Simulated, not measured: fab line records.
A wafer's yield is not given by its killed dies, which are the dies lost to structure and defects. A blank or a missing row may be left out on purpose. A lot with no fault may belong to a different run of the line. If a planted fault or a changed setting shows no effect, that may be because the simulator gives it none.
Matching of chambers	flow nand_harc	NHARC_THIN_TSV_DEP_43 on pecvd-03 has 3 sister chambers
The step deposits SiO2, target thk 1328.5 nm. 6 wafers are shown with their chamber, then 7 later ones without.

== WAFERS PAIRED WITH THEIR CHAMBERS ==
wafer	chamber	throttle_valve_pct (%)	rf_fwd_power_W (W)
L535.3	2	16.5	896.6
L542.2	0	15.9	902.6
L542.4	2	16.2	892.6
L542.5	1	16.6	902.0
L541.1	0	15.5	896.3
L541.3	1	16.7	897.1

== WAFERS WITHOUT THEIR CHAMBER ==
wafer	throttle_valve_pct (%)	rf_fwd_power_W (W)
L541.4	16.6	896.4
L545.2	15.7	898.4
L545.3	16.5	895.7
L545.5	15.6	901.0
L544.1	16.6	898.4
L544.4	16.7	902.7
L544.5	15.9	895.9

== EACH ONE'S CHAMBER ==
wafer	from the rows above	in truth
L541.4	can't be placed: 1 or 2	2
L545.2	0	0
L545.3	can't be placed: 2 or 1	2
L545.5	0	0
L544.1	can't be placed: 1 or 2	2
L544.4	can't be placed: 1 or 2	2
L544.5	can't be placed: 0 or 2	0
2 of 7 placed correctly. Not placeable from these rows: 5 (in 5, the candidates include the true chamber). Placed wrongly: 0.
How it was worked out, from the rows above alone: a wafer's distance from a chamber is the root of the sum, over the readings, of the square of ((its reading less the chamber's mean) divided by the reading's scatter). If the next closest chamber is less than 2 further off than the closest, the wafer can't be placed; otherwise it belongs to the closest. A chamber's mean is the mean of its shown wafers. How the scatter is found: for the shown wafers, subtract from each reading the mean of its chamber, square and add these, divide the total by (wafers less chambers), then take the root.
